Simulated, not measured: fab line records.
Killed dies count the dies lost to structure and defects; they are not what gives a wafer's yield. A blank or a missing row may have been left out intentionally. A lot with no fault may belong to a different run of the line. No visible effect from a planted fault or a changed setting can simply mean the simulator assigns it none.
Matching of chambers ; flow n5Finfet ; 4 sister chambers for N5_BEOL_M15_STRIP_36 on rieDiel-02
The step strips in O2. 8 wafers are shown with their chamber, then 9 later ones without.

WAFERS WITH THEIR CHAMBER
wafer;chamber;drypumpMotorCurrentA (A);showerheadPlenumPTorr (Torr)
L083.3;2;5.5;2.16
L083.5;2;5.5;2.16
L084.2;1;6.0;2.25
L084.4;0;5.8;2.22
L084.6;3;5.8;2.14
L085.1;0;5.8;2.21
L085.2;3;5.9;2.14
L085.6;1;6.0;2.25

WAFERS MISSING THEIR CHAMBER
wafer;drypumpMotorCurrentA (A);showerheadPlenumPTorr (Torr)
L091.2;6.0;2.25
L091.3;5.8;2.21
L091.6;5.8;2.21
L090.2;5.5;2.15
L090.3;5.8;2.21
L090.6;5.5;2.15
L094.1;5.8;2.21
L094.5;5.9;2.13
L094.6;5.5;2.15

CHAMBER TAKEN BY EACH
wafer;from the rows above;in truth
L091.2;1;1
L091.3;0;0
L091.6;0;0
L090.2;2;2
L090.3;0;0
L090.6;2;2
L094.1;0;0
L094.5;3;3
L094.6;2;2
Correct placement for 9 of the 9. Left unplaced by these rows: 0. Number placed wrongly: 0.
How it was worked out, from the rows above alone: a wafer's distance from a chamber is the root of the sum, over the readings, of the square of ((its reading less the chamber's mean) divided by the reading's scatter). If the next closest chamber is less than 2 further off than the closest, the wafer can't be placed; otherwise it belongs to the closest. For every chamber, the mean is computed from those of its wafers that are shown. The scatter: the root of (the sum of the squares of (reading less its chamber's mean) over the shown wafers, divided by (wafers less chambers)).
